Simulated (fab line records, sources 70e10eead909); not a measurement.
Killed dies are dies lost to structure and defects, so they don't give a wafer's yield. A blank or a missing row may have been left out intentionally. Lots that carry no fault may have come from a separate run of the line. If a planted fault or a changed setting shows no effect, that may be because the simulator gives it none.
What tool caused it? || flow nand-harc || Sampling: 15 lots, 45 wafers, 3 of 1159 route steps

## WHAT THE GAUGES READ, wafer by wafer
NHARC_P_STI_CD_MEAS_09 targets a cd of 200 nm.
{"lot": "L344", "measured": "day 3 01:56", "on": "cd-sem-01", "cd-nm (nm)": "199.3 200.0 198.0"}
{"lot": "L343", "measured": "day 3 02:06", "on": "cd-sem-01", "cd-nm (nm)": "201.7 198.3 201.0"}
{"lot": "L345", "measured": "day 3 11:26", "on": "cd-sem-01", "cd-nm (nm)": "198.6 199.9 198.0"}
{"lot": "L347", "measured": "day 3 23:23", "on": "cd-sem-02", "cd-nm (nm)": "200.2 202.0 199.9"}
{"lot": "L348", "measured": "day 4 04:56", "on": "cd-sem-02", "cd-nm (nm)": "196.0 196.5 198.8"}
{"lot": "L349", "measured": "day 4 11:38", "on": "cd-sem-02", "cd-nm (nm)": "199.9 201.5 199.6"}
{"lot": "L350", "measured": "day 4 19:32", "on": "cd-sem-03", "cd-nm (nm)": "198.2 196.2 196.7"}
{"lot": "L351", "measured": "day 4 19:42", "on": "cd-sem-02", "cd-nm (nm)": "201.1 199.4 202.5"}
{"lot": "L352", "measured": "day 5 07:04", "on": "cd-sem-03", "cd-nm (nm)": "198.6 201.0 202.7"}
{"lot": "L353", "measured": "day 5 10:57", "on": "cd-sem-03", "cd-nm (nm)": "197.1 197.8 199.9"}
{"lot": "L356", "measured": "day 6 05:44", "on": "cd-sem-01", "cd-nm (nm)": "200.5 200.6 199.7"}
{"lot": "L362", "measured": "day 7 13:15", "on": "cd-sem-02", "cd-nm (nm)": "- - -"}
{"lot": "L361", "measured": "day 7 13:25", "on": "cd-sem-01", "cd-nm (nm)": "- - -"}
{"lot": "L363", "measured": "day 8 00:01", "on": "cd-sem-03", "cd-nm (nm)": "- - -"}
{"lot": "L364", "measured": "day 8 05:28", "on": "cd-sem-03", "cd-nm (nm)": "200.3 197.7 200.9"}

NHARC_P_STI_OVL_MEAS_10.
{"lot": "L344", "measured": "day 3 02:01", "on": "overlay-01", "overlay-x-nm (nm)": "8 8 8", "overlay-y-nm (nm)": "-1 -2 -2"}
{"lot": "L343", "measured": "day 3 02:11", "on": "overlay-01", "overlay-x-nm (nm)": "-8 -8 -8", "overlay-y-nm (nm)": "-4 -5 -4"}
{"lot": "L345", "measured": "day 3 11:31", "on": "overlay-01", "overlay-x-nm (nm)": "8 8 8", "overlay-y-nm (nm)": "-8 -8 -9"}
{"lot": "L347", "measured": "day 3 23:28", "on": "overlay-01", "overlay-x-nm (nm)": "7 7 8", "overlay-y-nm (nm)": "7 7 8"}
{"lot": "L348", "measured": "day 4 05:02", "on": "overlay-01", "overlay-x-nm (nm)": "0 0 0", "overlay-y-nm (nm)": "0 -1 0"}
{"lot": "L349", "measured": "day 4 11:43", "on": "overlay-01", "overlay-x-nm (nm)": "-13 -13 -13", "overlay-y-nm (nm)": "-6 -6 -7"}
{"lot": "L350", "measured": "day 4 19:38", "on": "overlay-01", "overlay-x-nm (nm)": "-6 -6 -6", "overlay-y-nm (nm)": "0 0 0"}
{"lot": "L351", "measured": "day 4 19:47", "on": "overlay-02", "overlay-x-nm (nm)": "2 2 2", "overlay-y-nm (nm)": "1 0 1"}
{"lot": "L352", "measured": "day 5 07:09", "on": "overlay-01", "overlay-x-nm (nm)": "4 4 4", "overlay-y-nm (nm)": "-3 -3 -3"}
{"lot": "L353", "measured": "day 5 11:02", "on": "overlay-02", "overlay-x-nm (nm)": "6 7 6", "overlay-y-nm (nm)": "3 3 2"}
{"lot": "L356", "measured": "day 6 05:50", "on": "overlay-01", "overlay-x-nm (nm)": "1 1 1", "overlay-y-nm (nm)": "10 10 11"}
{"lot": "L362", "measured": "day 7 13:20", "on": "overlay-02", "overlay-x-nm (nm)": "- - -", "overlay-y-nm (nm)": "- - -"}
{"lot": "L361", "measured": "day 7 13:30", "on": "overlay-01", "overlay-x-nm (nm)": "- - -", "overlay-y-nm (nm)": "- - -"}
{"lot": "L363", "measured": "day 8 00:07", "on": "overlay-01", "overlay-x-nm (nm)": "- - -", "overlay-y-nm (nm)": "- - -"}
{"lot": "L364", "measured": "day 8 05:34", "on": "overlay-02", "overlay-x-nm (nm)": "6 6 6", "overlay-y-nm (nm)": "2 2 2"}

## TOOL THAT RAN EACH LOT (tool first, then ch and the chambers of the sampled wafers, then the start)
{"lot": "L344", "NHARC_P_STI_PEB_07": "litho-track-03 ch 0, day 3 01:51"}
{"lot": "L343", "NHARC_P_STI_PEB_07": "litho-track-07 ch 0, day 3 02:00"}
{"lot": "L345", "NHARC_P_STI_PEB_07": "litho-track-03 ch 0, day 3 11:20"}
{"lot": "L347", "NHARC_P_STI_PEB_07": "litho-track-03 ch 0, day 3 23:18"}
{"lot": "L348", "NHARC_P_STI_PEB_07": "litho-track-05 ch 0, day 4 04:52"}
{"lot": "L349", "NHARC_P_STI_PEB_07": "litho-track-05 ch 0, day 4 11:33"}
{"lot": "L350", "NHARC_P_STI_PEB_07": "litho-track-03 ch 0, day 4 19:27"}
{"lot": "L351", "NHARC_P_STI_PEB_07": "litho-track-05 ch 0, day 4 19:37"}
{"lot": "L352", "NHARC_P_STI_PEB_07": "litho-track-05 ch 0, day 5 06:58"}
{"lot": "L353", "NHARC_P_STI_PEB_07": "litho-track-07 ch 0, day 5 10:52"}
{"lot": "L356", "NHARC_P_STI_PEB_07": "litho-track-07 ch 0, day 6 05:39"}
{"lot": "L362", "NHARC_P_STI_PEB_07": "litho-track-07, day 7 13:10"}
{"lot": "L361", "NHARC_P_STI_PEB_07": "litho-track-03, day 7 13:20"}
{"lot": "L363", "NHARC_P_STI_PEB_07": "litho-track-03, day 7 23:56"}
{"lot": "L364", "NHARC_P_STI_PEB_07": "litho-track-03 ch 0, day 8 05:23"}
- NHARC_P_STI_PEB_07: peb time 80 s.

## WHAT THE TOOLS THEMSELVES READ (means of the sampled wafers that have a number; where no wafer has one, the mark that the record gives instead)
NHARC_P_STI_PEB_07.
{"lot": "L344", "tool": "litho-track-03", "chill-plate-temp-C (C)": 23.05, "exhaust-pa (Pa)": 44.5}
{"lot": "L343", "tool": "litho-track-07", "chill-plate-temp-C (C)": 22.98, "exhaust-pa (Pa)": 45.5}
{"lot": "L345", "tool": "litho-track-03", "chill-plate-temp-C (C)": 23.03, "exhaust-pa (Pa)": 45.0}
{"lot": "L347", "tool": "litho-track-03", "chill-plate-temp-C (C)": 22.83, "exhaust-pa (Pa)": 44.7}
{"lot": "L348", "tool": "litho-track-05", "chill-plate-temp-C (C)": 23.03, "exhaust-pa (Pa)": 43.6}
{"lot": "L349", "tool": "litho-track-05", "chill-plate-temp-C (C)": 22.95, "exhaust-pa (Pa)": 46.0}
{"lot": "L350", "tool": "litho-track-03", "chill-plate-temp-C (C)": 22.98, "exhaust-pa (Pa)": 45.5}
{"lot": "L351", "tool": "litho-track-05", "chill-plate-temp-C (C)": 22.85, "exhaust-pa (Pa)": 44.8}
{"lot": "L352", "tool": "litho-track-05", "chill-plate-temp-C (C)": 23.08, "exhaust-pa (Pa)": 45.5}
{"lot": "L353", "tool": "litho-track-07", "chill-plate-temp-C (C)": 23.10, "exhaust-pa (Pa)": 46.5}
{"lot": "L356", "tool": "litho-track-07", "chill-plate-temp-C (C)": 23.12, "exhaust-pa (Pa)": 44.6}
{"lot": "L362", "tool": "litho-track-07", "chill-plate-temp-C (C)": "-", "exhaust-pa (Pa)": "-"}
{"lot": "L361", "tool": "litho-track-03", "chill-plate-temp-C (C)": "-", "exhaust-pa (Pa)": "-"}
{"lot": "L363", "tool": "litho-track-03", "chill-plate-temp-C (C)": "-", "exhaust-pa (Pa)": "-"}
{"lot": "L364", "tool": "litho-track-03", "chill-plate-temp-C (C)": 22.93, "exhaust-pa (Pa)": 44.2}

## THE ANSWER, worked out from the rows above alone
Rule: what is usual is taken from the lots themselves. The widest of any qualifying gaps counts: lots, ordered by their means at a reading, are off when they make up no more than a third of the lots, leave a main group of 4 or more, and stand apart from it by 3 or more times the standard deviation of that group's means. Not used: any main group whose means are identical at the precision the tables above print for the reading. Also off: a lot with no number at a reading for which 4 or more lots have one. Any other lot the step has rows for is counted as sound. After the gauges, taken in route order, come the tools' own readings; for these a lot's mean is taken, as printed above. The first step at which some lot is off is used, and at that step the reading that is off furthest; a lot without a number counts as furthest.
Off, at NHARC_P_STI_CD_MEAS_09 on cd-nm: L362, L361, L363. Without a number there: L362, L361, L363. The main group: mean 199.4 nm, standard deviation 1.3.
A tool fits if, at a process step before that reading, it ran every lot that is off, and no sound lot after the first of them. The gauges at NHARC_P_STI_CD_MEAS_09 aren't tried: what is off there is off at NHARC_P_STI_OVL_MEAS_10 too, on other tools, and a gauge's error can't cause that. None of those tried fits.

## WHAT HAD BEEN PUT IN BY THE SIMULATOR
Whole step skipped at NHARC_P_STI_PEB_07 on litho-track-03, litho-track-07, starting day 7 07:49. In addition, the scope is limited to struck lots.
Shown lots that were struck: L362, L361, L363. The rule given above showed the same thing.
